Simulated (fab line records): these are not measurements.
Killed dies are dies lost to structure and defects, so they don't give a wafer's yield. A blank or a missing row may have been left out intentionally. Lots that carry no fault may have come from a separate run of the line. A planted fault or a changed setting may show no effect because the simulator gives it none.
A struck lot beside a sound one || flow nandHarc || 14 out of 1302 route steps
Sound: wafers L111.1, L111.2, L111.6. Struck: wafer L114.3 (L114.2, L114.4, from the same lot, were not struck and are left out); the cause is given at the end.
Order at every step that has rows: each side's tool, ch and its chambers, its first start. Under that, the readings that differ: sound wafers || struck wafers || difference of the means || sigmas: that difference in standard deviations of wafers without a fault.
alike: readings whose means differ by less than 2 such deviations, and words and numbers that are the same on both sides. not compared: withheld readings, readings that some wafer has no value for, bounds like >300 that may hide the same value, and numbers for which the record gives no deviation and whose values overlap.
Wherever a step has rows on one side only, a row that says differs or no value, or a row with sigmas, the two part there. Numbers that don't overlap but have no deviation are shown without sigmas and don't part them. Lack of a reading on every wafer of one side parts them only where that side has two or more wafers.

NHARC_A_CONTACT_ETCH_112: etches the open film in C4F8/O2/Ar, time 190 s, target depth 1850 nm.
  sound on harCapEtch-02 ch 0,1, day 23 08:31; struck on harCapEtch-02 ch 1, day 25 08:02
  alike: chamberPressureMTorr
  not compared: rfHoursCounterH, runLengthS
NHARC_A_CONTACT_ETCH_113: etches the open film in C4F8/O2/Ar, time 190 s, target depth 1850 nm.
  sound on harCapEtch-02 ch 0,1, day 23 08:41; struck on harCapEtch-02 ch 1, day 25 08:13
  alike: chamberPressureMTorr
  not compared: rfHoursCounterH, runLengthS
then, 3 steps without rows for these wafers: NHARC_A_CONTACT_ETCH_114 (etches the open film in C4F8/O2/Ar, time 190 s, target depth 1850 nm); NHARC_A_CONTACT_ETCH_115 (etches the open film in C4F8/O2/Ar, time 190 s, target depth 1850 nm); NHARC_A_CONTACT_ETCH_116 (etches the open film in C4F8/O2/Ar, time 190 s, target depth 1850 nm).
NHARC_A_CONTACT_ETCH_117: etches the open film in C4F8/O2/Ar, time 190 s, target depth 1850 nm.
  sound on harCapEtch-02 ch 0,1, day 23 09:22; struck on harCapEtch-02 ch 1, day 25 08:53
  alike: chamberPressureMTorr
  not compared: rfHoursCounterH, runLengthS
NHARC_A_CONTACT_ETCH_118: etches the open film in C4F8/O2/Ar, time 190 s, target depth 1850 nm.
  sound on harCapEtch-02 ch 0,1, day 23 09:32; struck on harCapEtch-02 ch 1, day 25 09:03
  alike: chamberPressureMTorr
  not compared: rfHoursCounterH, runLengthS
then, 5 steps without rows for these wafers: NHARC_A_CONTACT_ETCH_119 (etches the open film in C4F8/O2/Ar, time 190 s, target depth 1850 nm); NHARC_A_CONTACT_ETCH_120 (etches the open film in C4F8/O2/Ar, time 190 s, target depth 1850 nm); NHARC_A_CONTACT_ETCH_121 (etches the open film in C4F8/O2/Ar, time 190 s, target depth 1850 nm); NHARC_A_CONTACT_ETCH_122 (etches the open film in C4F8/O2/Ar, time 190 s, target depth 1850 nm); NHARC_A_CONTACT_ETCH_123 (etches the open film in C4F8/O2/Ar, time 490 s, target depth 2110 nm).
NHARC_A_CONTACT_ETCH_90: etches the open film in CH3F/O2, target depth 40 nm, time 85.7 s.
  sound on rieDiel-02 ch 0,1, day 23 11:23; struck on rieDiel-11 ch 0, day 25 10:52
{"reading": "runLengthS (s)", "sound": "106.9 106.7 106.6", "struck": 74.3, "difference": -32.4, "sigmas": -88}
{"reading": "throttleValvePct (%)", "sound": "20.670 20.670 20.637", "struck": 20.677, "difference": "+0.018", "sigmas": "+2"}
  alike: chamberPressureMTorr, drypumpMotorCurrentA, oesProductAu, rfVppV, showerheadPlenumPTorr
  not compared: biasW, rfHoursCounterH
NHARC_A_CONTACT_ETCH_96: etches the open film in C4F6/O2, target depth 20 nm, time 10 s.
  sound on rieDiel-02 ch 1,2; struck on rieDiel-11 ch 1, day 25 11:01
{"reading": "rfVppV (V)", "sound": "546.6 548.7 547.5", "struck": 554.0, "difference": "+6.4", "sigmas": "+2"}
  alike: biasW, c4f6FlowSccm, chamberPressureMTorr, drypumpMotorCurrentA, oesProductAu, runLengthS, showerheadPlenumPTorr, throttleValvePct
  not compared: rfHoursCounterH

## WHERE THEY PART
First at NHARC_A_CONTACT_ETCH_90; last, within this record, at NHARC_A_CONTACT_ETCH_96.

WHY: the cause the simulator had injected
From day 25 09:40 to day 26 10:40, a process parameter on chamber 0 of rieDiel-11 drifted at NHARC_A_CONTACT_ETCH_90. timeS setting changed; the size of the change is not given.
